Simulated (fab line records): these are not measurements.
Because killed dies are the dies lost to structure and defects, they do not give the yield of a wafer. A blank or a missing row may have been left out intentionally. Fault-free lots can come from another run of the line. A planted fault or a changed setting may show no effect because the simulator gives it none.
Comparing a struck lot with a sound one + flow n5Finfet + 35 out of 1938 route steps
Sound: wafers L859.1, L859.2, L859.3. The struck wafers were L851.1, L851.2, L851.4. Last of all comes the cause.
At each step with rows: each side's tool, then ch and its chambers, then its first start. Under that, the readings that differ: sound wafers + struck wafers + difference of the means + sigmas: that difference in standard deviations of wafers without a fault.
alike: readings with means less than 2 such deviations apart, plus words and numbers identical on both sides. not compared: withheld readings, readings lacking a value on some wafer, bounds such as >300 that could conceal the same value, and numbers that have no deviation in the record and whose values overlap.
The two part at a step that has a row with sigmas, a row that says differs or no value, or rows on one side only. Numbers that have no deviation but don't overlap get no sigmas and don't part them. Lack of a reading on every wafer of one side parts them only where that side has two or more wafers.

first, 8 steps without rows for these wafers: N5_ILD0_LINER_00 (material SiNx, target thk 4 nm, pulse time 1 s, purge time 2 s); N5_ILD0_FCVD_FILL_01 (material SiO2 flowable, target thk 200 nm, time 328.3 s); N5_ILD0_CURE_02 (time 1800 s); N5_ILD0_CMP_03 (polishes, stops on SiNx, t overpolish 1.9 s, target thk 197.38 nm); N5_ILD0_CMP_07 (polishes SiO2 flowable, stops on poly-Si, t overpolish 1.18 s, target thk 138.88 nm); N5_ILD0_PRECLEAN_10 (cleans in NF3:NH3, afs cycles 5, time 20 s, sublimation time 60 s); N5_ILD0_ALD_15 (deposits SiNx, target thk 24 nm, pulse time 1 s, ald cycles 480); N5_ILD0_CMP_12 (polishes SiNx, stops on poly-Si, t overpolish 6 s, target thk 17.67 nm).
N5_SDB_HM_DEP_00: deposits SiNx from SiH4/NH3/N2, target thk 40 nm, time 35.3 s.
  sound on pecvd-01 ch 0,1,2, day 8 13:04; struck on pecvd-03 ch 0,2, day 6 11:26
  no value came back on the struck wafers for any of 6 readings (chamberPressureTorr (Torr), heaterPowerOuterW (W) and others); on the sound wafers chamberPressureTorr (Torr) reads 1.502 1.502 1.498
then, 17 steps without rows for these wafers: N5_SDB_COAT_03 (time 60 s, resist thk 100 nm); N5_SDB_COAT_04 (time 60 s, resist thk 18 nm); N5_SDB_COAT_05 (resist thk 90 nm); N5_SDB_EBR_07; N5_SDB_SOFTBAKE_06 (time 60 s); N5_SDB_EXPOSE_08 (exposes mask SDB); N5_SDB_PEB_09 (peb time 60 s); N5_SDB_DEVELOP_10 (develop time 30 s); N5_SDB_DESCUM_16 (chemistry O2, time 7.9 s); N5_SDB_ETCH_17 (etches SiARC in CF4, target depth 23.4 nm, time 39 s); N5_SDB_ETCH_18 (etches SOC in N2/H2, target depth 100 nm, overetch 20 nm, time 150 s); N5_SDB_STRIP_19 (strips in N2/H2); N5_SDB_STRIP_21 (strips in CF4); N5_SDB_HM_OPEN_20 (chemistry CH3F/O2, target SiNx, stops on poly-Si, target depth 24 nm); N5_SDB_STRIP_22 (strips in N2/H2); N5_SDB_PRECLEAN_23 (cleans in dHF, time 30 s); N5_SDB_DUMMY_REMOVE_24 (chemistry TMAH, target poly-Si, stops on SiO2, target depth 142 nm, time 57 s, rinse time 30 s).
N5_SDB_ETCH_25: etches SiO2 in C4F6/O2, target depth 10 nm, time 3.3 s.
  sound on rieDiel-02 ch 0,2,3, day 8 14:01; struck on rieDiel-02 ch 0,1,2, day 6 13:23
  alike: C4F6_flow_sccm, drypumpMotorCurrentA, oes_o_777_au, oesProductAu, rfFwdPowerW, rfVppV, showerheadPlenumPTorr, throttleValvePct
  not compared: rfHoursCounterH, model.SiNx_of_ILD0_ALD_15.thkNm
N5_SDB_CUT_ETCH_26: etches Si in HBr/Cl2/O2, target depth 129.6 nm, bt time 20 s, time 51.8 s.
  sound on rieSi-06 ch 0,1,2, day 8 14:06; struck on rieSi-02 ch 1,2,3, day 6 13:29
| reading                              | sound      | struck  | difference | sigmas |
|--------------------------------------|------------|---------|------------|--------|
| model.SiNx_of_ILD0_ALD_15.thkNm (nm) | 17 19.2 17 | 6 6 5.4 | -12        |        |
  alike: drypumpMotorCurrentA, oes_o_777_au, oesProductAu, throttleValvePct
  not compared: rfFwdPowerW, rfHoursCounterH
then, 4 steps without rows for these wafers: N5_SDB_PRECLEAN_38 (cleans in dHF, time 10 s); N5_SDB_PRECLEAN_39 (cleans in O3/DIW, time 45 s); N5_SDB_SRD_28 (time 30 s); N5_SDB_ALD_29 (deposits SiNx, target thk 30 nm, pulse time 1 s, ald cycles 600).
N5_SDB_CMP_30: polishes, stops on poly-Si, t overpolish 1.54 s, target thk 30 nm.
  sound on cmp-03 ch 0,1,3, day 8 17:07; struck on cmp-01 ch 0,2,3, day 6 16:34
| reading             | sound          | struck         | difference | sigmas |
|---------------------|----------------|----------------|------------|--------|
| timeToEndpointS (s) | 19.1 14.1 16.0 | 10.8 10.1 10.4 | -6.0       | -3     |
  alike: edgeZonePressureFrac, motorCurrentA, padLifeWafers, slurryFilterDpKPa
N5_BEOL_M4_RC_MEAS_101:
  the record has rows for the sound wafers here (prober-01 ch 0, day 13 01:43) and none for the struck ones
-- here the record skips 9 days between the struck wafers' starts before and after, leaving off in module BEOL_M4 and picking up in module PASSIVATION (first step shown: number 1936 of the route) --
N5_PASSIVATION_PROBE_49:
  sound: prober-01 at day 17 10:08; struck: prober-02 at day 15 16:24
| reading                 | sound          | struck         | difference | sigmas |
|-------------------------|----------------|----------------|------------|--------|
| defectLimitedYield (%)  | 93.7 91.4 89.5 | 0 0 0          | -92        | -61    |
| killedAtFrontEnd        | 43 61 59       | 1171 1173 1169 | +1117      | +86    |
| killedDies              | 74 102 124     | 1180 1180 1180 | +1080      | +64    |
| killedOnRim             | 13 12 17       | 152 152 152    | +138       | +31    |
| killedOpen              | 51 76 83       | 8 6 9          | -62        | -5     |
| killedShort             | 23 26 40       | 5 4 4          | -25        | -4     |
| sort_bin_5_function (%) | 3.4 4.9 6.2    | 73.6 73.9 75.3 | +69.4      | +72    |
| sortNPass               | 1106 1078 1056 | 0 0 0          | -1080      | -60    |
| sortYieldPct (%)        | 93.7 91.4 89.5 | 0 0 0          | -92        | -61    |
  alike: killed_at_M0_to_M3, killed_at_M4_up, killedAtContacts, killedAtOther, sort_bin_6_memory

== WHERE THEY PART ==
Earliest at N5_SDB_HM_DEP_00; latest, in this record, at N5_PASSIVATION_PROBE_49.

WHY: whatever the simulator had introduced
Step skipped in full: pecvd-03, at N5_SDB_HM_DEP_00, from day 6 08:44 onward. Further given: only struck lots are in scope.
